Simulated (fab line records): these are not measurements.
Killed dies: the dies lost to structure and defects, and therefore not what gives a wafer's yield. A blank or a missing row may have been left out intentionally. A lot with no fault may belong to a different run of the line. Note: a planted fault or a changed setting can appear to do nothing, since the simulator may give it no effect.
A lot that was struck, set against a sound lot ; flow nandHarc ; 15 out of 1159 route steps
Sound: these wafers, L421.1, L421.2, L421.6. Struck: wafers L423.1, L423.4, L423.6. Last of all comes the cause.
Each step with rows lists, per side, the tool, then ch with its chambers, then its first start. Under that, the readings that differ: sound wafers ; struck wafers ; difference of the means ; sigmas: that difference in standard deviations of wafers without a fault.
alike: same words and numbers on both sides, and readings whose means sit less than 2 such deviations apart. not compared: any withheld reading, any reading some wafer has no value for, any bound like >300 that may hide the same value, and any number with overlapping values for which the record gives no deviation.
Wherever a step has rows on one side only, a row that says differs or no value, or a row with sigmas, the two part there. Numbers that have no deviation but don't overlap get no sigmas and don't part them. Lack of a reading on every wafer of one side parts them only where that side has two or more wafers.

NHARC_A_SLIT_INSPECT_11:
  sound on defectInspect-02, day 16 21:23; struck on defectInspect-01, day 17 05:13
  alike: rawDefectCount
NHARC_A_SLIT_DESCUM_14: chemistry O2, time 3 s.
  sound on rieDiel-08 ch 1,2,3, day 16 21:27; struck on rieDiel-07 ch 0,2, day 17 05:17
  alike: drypumpMotorCurrentA, oesProductAu, rfVppV, showerheadPlenumPTorr, throttleValvePct
  not compared: rfHoursCounterH
then, 1 step without rows for these wafers: NHARC_A_SLIT_ETCH_24 (etches the open film in CF4/CHF3, target depth 121 nm, time 60.5 s).
NHARC_A_SLIT_ETCH_15: etches the open film in O2/COS, target depth 3200 nm, time 832 s.
  sound on rieDiel-08 ch 1,2,3; struck on rieDiel-07 ch 0,3
  alike: biasW, drypumpMotorCurrentA, oesProductAu, rfVppV, showerheadPlenumPTorr, throttleValvePct
  not compared: rfHoursCounterH
NHARC_A_SLIT_ETCH_17: etches the open film in C4F8/O2/Ar, time 1687.5 s, target depth 10100 nm.
  sound on harEtch-01 ch 0,1, day 16 22:13; struck on harEtch-01 ch 0,1, day 17 07:05
  alike: drypumpMotorCurrentA, showerheadPlenumPTorr, throttleValvePct
  not compared: rfHoursCounterH
NHARC_A_SLIT_ETCH_26: etches the open film in C4F8/O2/Ar, time 90 s, target depth 400 nm.
  sound on harEtch-01 ch 0,1, day 16 23:43; struck on harEtch-01 ch 0,1, day 17 08:22
  alike: drypumpMotorCurrentA, showerheadPlenumPTorr, throttleValvePct
  not compared: rfHoursCounterH
then, 1 step without rows for these wafers: NHARC_A_SLIT_STRIP_28 (strips in O2/COS).
NHARC_A_SLIT_ETCH_29: etches the open film in CF4/O2, target depth 100 nm, overetch 10 nm, time 55 s.
  sound on rieDiel-11 ch 1,2, day 17 00:25; struck on rieDiel-07 ch 0,3, day 17 08:57
  alike: biasW, drypumpMotorCurrentA, oes_f_703_au, oesProductAu, rfVppV, showerheadPlenumPTorr, throttleValvePct
  not compared: rfHoursCounterH
then, 3 steps without rows for these wafers: NHARC_A_SLIT_STRIP_18 (strips in O2); NHARC_A_SLIT_PRECLEAN_19 (cleans in SC1); NHARC_A_SLIT_SRD_20.
NHARC_A_SLIT_CD_MEAS_21:
  sound on cdSem-02, day 17 00:56; struck on cdSem-01, day 17 09:31
  alike: cdNm
NHARC_A_SIN_REMOVE_WET_00: chemistry H3PO4, time 15300 s.
  sound on wetH3po4-02 ch 1, day 17 03:20; struck on wetH3po4-01 ch 0, day 17 11:53
  no value came back on the struck wafers for bathGuardTempC (C), bathHeatDutyPct (%); on the sound wafers bathGuardTempC (C) reads 160.55 160.19 160.31
then, 1 step without rows for these wafers: NHARC_A_SIN_REMOVE_PRECLEAN_01 (cleans in SC1).
-- record jumps: 5 days between struck wafers' starts before vs after; left off in module A_SIN_REMOVE, resumes in module END, first step shown is number 1159 of the route --
NHARC_END_SORT_01:
  sound on prober-02 ch 0, day 21 19:05; struck on prober-02 ch 0, day 22 02:51
  alike: killedAtArray, killedAtOther, killedAtPeriphery, killedDies, killedOpen, killedShort

WHERE THEY PART
NHARC_A_SIN_REMOVE_WET_00 only, going by this record. Later steps at which nothing parts them and some readings are alike: NHARC_END_SORT_01.

WHY: the cause the simulator had injected
Whole step skipped at NHARC_A_SIN_REMOVE_WET_00 on wetH3po4-01, starting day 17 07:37. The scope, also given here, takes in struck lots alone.
